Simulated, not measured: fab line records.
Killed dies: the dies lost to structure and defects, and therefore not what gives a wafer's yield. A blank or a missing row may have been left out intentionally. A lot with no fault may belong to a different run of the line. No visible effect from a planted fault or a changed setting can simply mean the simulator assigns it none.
One fault seen from 2 desks -- flow n5_finfet -- each desk has only its own numbers; what lay behind them comes last

TOOL OWNER'S DESK, rie_diel-02
The tool's own readings at N5_BEOL_M13_TRENCH_ETCH_34 (etches SiOC in C4F8/O2/Ar, target depth 413.47 nm, time 162.6 s): means of the sampled wafers that have a number, for each lot that ran on this tool. Marked OUT: a lot whose mean sits more than 4 standard deviations from the usual mean, which makes it out of limits; the brackets give that distance.
Columns: A = chamber_pressure_mTorr at N5_BEOL_M13_TRENCH_ETCH_34, usual 29.998 mTorr; B = drypump_motor_current_A at N5_BEOL_M13_TRENCH_ETCH_34, usual 5.6 A; C = oes_product_au at N5_BEOL_M13_TRENCH_ETCH_34, usual 0.81 a.u.; D = rf_vpp_V at N5_BEOL_M13_TRENCH_ETCH_34, usual 665 V; E = showerhead_plenum_p_Torr at N5_BEOL_M13_TRENCH_ETCH_34, usual 3.39 Torr; F = throttle_valve_pct at N5_BEOL_M13_TRENCH_ETCH_34, usual 24.2 %
lot,first seen here,A,B,C,D,E,F
L207,day 11 16:07,29.986,5.8,0.71,664,3.34,23.9
L208,day 11 21:53,30.004,5.9,0.76,663,3.32,23.9
L221,day 14 23:29,30.026,5.6,0.71,662,3.29,24.2
L224,day 15 09:18,30.000,5.9,0.79,664,3.34,24.1
Finding of this desk: none of the 4 lots has anything out of limits.

FROM THE METROLOGY DESK
What the gauges read, lot by lot, whatever tool the lot ran on: means of the sampled wafers that have a number. Marked OUT: a lot whose mean sits more than 4 standard deviations from the usual mean, which makes it out of limits; the brackets give that distance. Readings shown: 7 out of 28 (the first out of limits, and those lying furthest out on some lot).
Columns: A = V12_OVL at N5_BEOL_M13_OVL_MEAS_11, usual 1 nm; B = trench_depth_nm at N5_BEOL_M13_OCD_MEAS_35, usual 415 nm; C = M13_THK at N5_BEOL_M13_THK_MEAS_50, usual 418 nm; D = M13_RS at N5_BEOL_M13_RS_MEAS_54, usual 0.0449 ohm/sq; E = SERP_M13 at N5_BEOL_M15_RC_MEAS_101, usual 0.308 ohm/um; F = SERP_M13_max_site at N5_BEOL_M15_RC_MEAS_101, usual 0.311 ohm/um; G = SERP_M9 at N5_BEOL_M15_RC_MEAS_101, usual 3.07 ohm/um
lot,first seen here,A,B,C,D,E,F,G
L207,day 11 14:43,0,415,419,0.0447,0.310,0.312,3.26
L208,day 11 20:23,-14,416,416,0.0448,0.302,0.306,3.21
L221,day 14 21:58,6,370 (-5.7) OUT,372 (-5.4) OUT,0.0510 (+6.9) OUT,0.354 (+5.2) OUT,0.357 (+5.2) OUT,3.06
L222,day 15 00:50,-0,410,407,0.0457,0.310,0.314,3.08
L224,day 15 07:54,2,398,398,0.0473,0.322,0.325,3.10
L227,day 16 10:15,-3,419,423,0.0448,0.306,0.309,2.97
L229,day 17 21:19,-9,415,421,0.0449,0.308,0.311,3.08
This desk's verdict: out of limits on L221, starting with L221 at day 14 23:40 (trench_depth_nm at N5_BEOL_M13_OCD_MEAS_35). In limits: L207, L208, L222, L224, L227, L229.

BROUGHT TOGETHER
On L221, the metrology desk was in a position to raise an alarm at day 14 23:40.
The tool owner's desk saw nothing out of limits.
On record at the tool owner's desk: L221, within its limits.
The lots listed all ran N5_BEOL_M13_TRENCH_ETCH_34 on rie_diel-02.

WHAT THE SIMULATOR HAD INSERTED
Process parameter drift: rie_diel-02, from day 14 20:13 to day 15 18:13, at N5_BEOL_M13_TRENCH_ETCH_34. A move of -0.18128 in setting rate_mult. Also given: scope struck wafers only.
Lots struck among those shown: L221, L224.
Delay in hours, fault start to first out-of-limits reading, per desk: metrology desk 3.
